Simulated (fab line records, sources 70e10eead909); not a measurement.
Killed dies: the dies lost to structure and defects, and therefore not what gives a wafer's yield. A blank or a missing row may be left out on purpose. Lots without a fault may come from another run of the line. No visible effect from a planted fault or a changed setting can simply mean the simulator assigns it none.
Matching of chambers + flow nand harc + NHARC_A_CONTACT_ETCH_102 on rie diel-02: 4 sister chambers
The step etches the open film in CF4/O2, target depth 70 nm, overetch 7 nm, time 38.5 s. 4 wafers are shown with their chamber, then 10 later ones without.

EACH WAFER AND ITS CHAMBER
| wafer  | chamber | drypump motor current A (A) |
|--------|---------|-----------------------------|
| L089.4 | 2       | 5.2                         |
| L091.3 | 3       | 6.3                         |
| L088.1 | 0       | 6.0                         |
| L088.3 | 1       | 5.4                         |

WAFERS WITH NO CHAMBER GIVEN
| wafer  | drypump motor current A (A) |
|--------|-----------------------------|
| L088.6 | 6.0                         |
| L093.1 | 6.3                         |
| L093.3 | 6.1                         |
| L093.4 | 5.2                         |
| L094.1 | 5.2                         |
| L094.2 | 6.1                         |
| L094.4 | 6.3                         |
| L095.3 | 6.3                         |
| L095.4 | 5.2                         |
| L095.6 | 6.3                         |

WHICH CHAMBER EACH WENT THROUGH
| wafer  | from the rows above | in truth |
|--------|---------------------|----------|
| L088.6 | 0                   | 0        |
| L093.1 | 3                   | 3        |
| L093.3 | 0                   | 0        |
| L093.4 | 2                   | 2        |
| L094.1 | 2                   | 2        |
| L094.2 | 0                   | 0        |
| L094.4 | 3                   | 3        |
| L095.3 | 3                   | 3        |
| L095.4 | 2                   | 2        |
| L095.6 | 3                   | 3        |
10 of 10 placed correctly. Can't be placed from these rows: 0. 0 placed wrongly.
How it was worked out, from the rows above alone: a wafer's distance from a chamber is the root of the sum, over the readings, of the square of ((its reading less the chamber's mean) divided by the reading's scatter). The wafer belongs to the nearest chamber; if the next one is less than 2 further off, it can't be placed. For every chamber, the mean is computed from those of its wafers that are shown. The scatter: root of mean squared gap, hidden wafer to nearest shown wafer, with one shown wafer a chamber.
